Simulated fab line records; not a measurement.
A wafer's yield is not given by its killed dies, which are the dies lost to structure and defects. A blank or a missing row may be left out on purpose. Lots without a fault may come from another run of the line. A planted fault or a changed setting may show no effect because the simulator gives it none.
Chamber matching | flow n5 finfet | 4 sister chambers for N5_BEOL_M5_ETCH_62 on rie diel-02
The step etches SOC in N2/H2, target depth 75 nm, overetch 15 nm, time 112.5 s. 8 wafers are shown with their chamber, then 8 later ones without.

EACH WAFER AND ITS CHAMBER
wafer  | chamber | showerhead plenum p Torr (Torr) | drypump motor current A (A)
L086.2 | 0       | 2.61                            | 5.1
L086.4 | 2       | 2.53                            | 6.0
L088.2 | 0       | 2.60                            | 5.1
L088.5 | 3       | 2.49                            | 5.6
L089.1 | 3       | 2.49                            | 5.6
L089.3 | 2       | 2.53                            | 6.1
L089.4 | 1       | 2.48                            | 5.6
L091.1 | 1       | 2.48                            | 5.7

WAFERS WITHOUT THEIR CHAMBER
wafer  | showerhead plenum p Torr (Torr) | drypump motor current A (A)
L091.2 | 2.49                            | 5.6
L091.4 | 2.53                            | 6.0
L094.1 | 2.49                            | 5.6
L094.2 | 2.48                            | 5.6
L094.3 | 2.60                            | 5.1
L096.1 | 2.48                            | 5.6
L096.5 | 2.52                            | 6.0
L096.6 | 2.49                            | 5.6

EACH ONE'S CHAMBER
wafer  | from the rows above     | in truth
L091.2 | 3                       | 3
L091.4 | 2                       | 2
L094.1 | 3                       | 3
L094.2 | can't be placed: 1 or 3 | 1
L094.3 | 0                       | 0
L096.1 | can't be placed: 1 or 3 | 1
L096.5 | 2                       | 2
L096.6 | 3                       | 3
6 of 8 placed correctly. From these rows, 2 cannot be placed; in 2 the true chamber is one of the candidates. Number placed wrongly: 0.
How it was worked out, from the rows above alone: a wafer's distance from a chamber is the root of the sum, over the readings, of the square of ((its reading less the chamber's mean) divided by the reading's scatter). The wafer belongs to the nearest chamber; if the next one is less than 2 further off, it can't be placed. The mean given for a chamber averages the wafers shown for that chamber. How the scatter is found: for the shown wafers, subtract from each reading the mean of its chamber, square and add these, divide the total by (wafers less chambers), then take the root.
